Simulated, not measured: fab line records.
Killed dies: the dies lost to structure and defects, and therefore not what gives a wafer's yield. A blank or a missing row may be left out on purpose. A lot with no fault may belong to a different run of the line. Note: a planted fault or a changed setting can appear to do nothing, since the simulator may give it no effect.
Chamber matching	flow n5 finfet	pecvd-01 running N5_BEOL_M4_ILD_DEP_00: 3 sister chambers
The step deposits SiOC from DEMS/O2, target thk 79 nm, time 15.3 s. 3 wafers are shown with their chamber, then 7 later ones without.

== WAFERS PAIRED WITH THEIR CHAMBERS ==
wafer	chamber	heater power w (W)
L085.5	2	662
L088.3	1	411
L088.5	0	457

== WAFERS WITH NO CHAMBER GIVEN ==
wafer	heater power w (W)
L088.6	732
L090.1	559
L090.3	386
L090.6	394
L092.2	439
L092.3	661
L092.6	570

== CHAMBER TAKEN BY EACH ==
wafer	from the rows above	in truth
L088.6	2	2
L090.1	can't be placed: 0 or 2 or 1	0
L090.3	can't be placed: 1 or 0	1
L090.6	can't be placed: 1 or 0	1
L092.2	can't be placed: 0 or 1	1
L092.3	2	2
L092.6	can't be placed: 2 or 0 or 1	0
Correctly placed: 2 of 7. Unplaceable from these rows: 5, with the true chamber sitting among the candidates in 5. Wrongly placed: 0.
How it was worked out, from the rows above alone: a wafer's distance from a chamber is the root of the sum, over the readings, of the square of ((its reading less the chamber's mean) divided by the reading's scatter). The wafer belongs to the nearest chamber; if the next one is less than 2 further off, it can't be placed. The mean given for a chamber averages the wafers shown for that chamber. The scatter (one wafer shown for each chamber): square how far every hidden wafer sits from the nearest shown wafer, average those squares and take the square root.
